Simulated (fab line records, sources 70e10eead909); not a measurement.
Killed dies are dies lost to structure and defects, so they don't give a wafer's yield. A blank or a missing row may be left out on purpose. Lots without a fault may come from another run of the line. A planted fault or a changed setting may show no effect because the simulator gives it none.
A struck lot beside a sound one | flow nand_harc | 21 steps out of a route of 1159
Sound: wafers L522.1, L522.5, L522.6. Struck: wafer L523.5. (L523.1 of the same lot was not struck and is left out.) The cause comes at the end.
At each step with rows: each side's tool, then ch and its chambers, then its first start. Under that, the readings that differ: sound wafers | struck wafers | difference of the means | sigmas: that difference in standard deviations of wafers without a fault.
alike: readings whose means differ by less than 2 such deviations, and words and numbers that are the same on both sides. not compared: withheld readings, readings that some wafer has no value for, bounds like >300 that may hide the same value, and numbers for which the record gives no deviation and whose values overlap.
The two part at a step that has a row with sigmas, a row that says differs or no value, or rows on one side only. Numbers that don't overlap but have no deviation are shown without sigmas and don't part them. A reading that every wafer of one side lacks parts them only if that side has two wafers or more.

NHARC_A_CONTACT_CVD_19: deposits W, target thk 300 nm, time 802 s.
  sound on cvd_w-02 ch 0; struck on cvd_w-01 ch 0
  alike: heater_power_outer_w, heater_power_w, mfc_ar_sccm, mfc_wf6_sccm, throttle_valve_pct
NHARC_A_CONTACT_CMP_20: polishes, t overpolish 30 s, target thk 300 nm.
  sound on cmp-01 ch 0,1,2, day 19 20:20; struck on cmp-01 ch 3, day 20 04:05
  alike: motor_current_A, overpolish_run_s, retaining_ring_pressure_frac, time_to_endpoint_s
  not compared: pad_life_wafers
then, 1 step without rows for these wafers: NHARC_A_CONTACT_SRD_22.
NHARC_A_CONTACT_INSPECT_23:
  sound on defect_inspect-02, day 19 20:40; struck on defect_inspect-02, day 20 04:25
  reading          | sound       | struck | difference | sigmas
  raw_defect_count | 530 716 494 | 259    | -321       | -2
then, 7 steps without rows for these wafers: NHARC_A_BLC_DEHYDRATE_00 (time 120 s); NHARC_A_BLC_HMDS_01 (time 30 s); NHARC_A_BLC_COAT_02 (time 75 s); NHARC_A_BLC_COAT_03 (time 65 s); NHARC_A_BLC_COAT_04 (resist thk 90 nm); NHARC_A_BLC_SOFTBAKE_05 (time 55 s); NHARC_A_BLC_EBR_06.
NHARC_A_BLC_EXPOSE_07: exposes mask A BLC, target cd 100 nm.
  sound on arfi_scanner-02 ch 0, day 19 21:02; struck on arfi_scanner-03 ch 0, day 20 04:40
  alike: mask
then, 2 steps without rows for these wafers: NHARC_A_BLC_PEB_08 (peb time 65 s); NHARC_A_BLC_DEVELOP_09 (develop time 35 s).
NHARC_A_BLC_CD_MEAS_10: target cd 100 nm.
  sound on cd_sem-02 ch 0, day 19 21:11; struck on cd_sem-03 ch 0, day 20 04:48
  reading    | sound             | struck | difference | sigmas
  cd_nm (nm) | 100.4 100.3 100.4 | 98.8   | -1.6       | -3
NHARC_A_BLC_OVL_MEAS_11:
  sound on overlay-01, day 19 21:16; struck on overlay-01, day 20 04:53
  alike: overlay_x_nm, overlay_y_nm
NHARC_A_BLC_INSPECT_12:
  sound on defect_inspect-01, day 19 21:18; struck on defect_inspect-01, day 20 04:55
  alike: raw_defect_count
NHARC_A_BLC_DESCUM_15: chemistry O2, time 3 s.
  sound on rie_diel-02 ch 2,3, day 19 21:22; struck on rie_diel-02 ch 1, day 20 04:59
  reading                | sound           | struck | difference | sigmas
  model.A_BLC.cd_nm (nm) | 100.7 101 100.9 | 98.7   | -2.2       |
  alike: drypump_motor_current_A, mfc_ar_sccm, oes_product_au, rf_vpp_V, showerhead_plenum_p_Torr, throttle_valve_pct
  not compared: rf_hours_counter_h
NHARC_A_BLC_ETCH_16: etches the open film in CF4, target depth 39 nm, time 65 s.
  sound on rie_diel-02 ch 0,3, day 19 21:28; struck on rie_diel-02 ch 2, day 20 05:05
  reading                | sound         | struck | difference | sigmas
  model.A_BLC.cd_nm (nm) | 100.7 101 101 | 98.46  | -2.44      |
  alike: drypump_motor_current_A, mfc_ar_sccm, oes_product_au, rf_vpp_V, showerhead_plenum_p_Torr, throttle_valve_pct
  not compared: rf_hours_counter_h
NHARC_A_BLC_ETCH_17: etches the open film in N2/H2, target depth 390 nm, time 609.38 s.
  sound on rie_diel-02 ch 0,3; struck on rie_diel-02 ch 1
  alike: drypump_motor_current_A, mfc_ar_sccm, n2_flow_sccm, oes_product_au, rf_vpp_V, showerhead_plenum_p_Torr, throttle_valve_pct
  not compared: rf_hours_counter_h
-- the record jumps here: 2 days lie between the struck wafers' starts before and after (it left off in module A_BLC and takes up again in module END, whose first step shown is number 1159 of the route) --
NHARC_END_SORT_01:
  sound on prober-01 ch 0, day 21 23:33; struck on prober-02 ch 0, day 22 10:37
  alike: killed_at_array, killed_at_other, killed_at_periphery, killed_dies, killed_open, killed_short

WHERE THEY PART
First at NHARC_A_CONTACT_INSPECT_23; last, within this record, at NHARC_A_BLC_CD_MEAS_10. Later steps at which nothing parts them and some readings are alike: NHARC_A_BLC_OVL_MEAS_11, NHARC_A_BLC_INSPECT_12, NHARC_A_BLC_DESCUM_15, NHARC_A_BLC_ETCH_16, NHARC_A_BLC_ETCH_17, NHARC_END_SORT_01.

WHY: what the simulator had put in
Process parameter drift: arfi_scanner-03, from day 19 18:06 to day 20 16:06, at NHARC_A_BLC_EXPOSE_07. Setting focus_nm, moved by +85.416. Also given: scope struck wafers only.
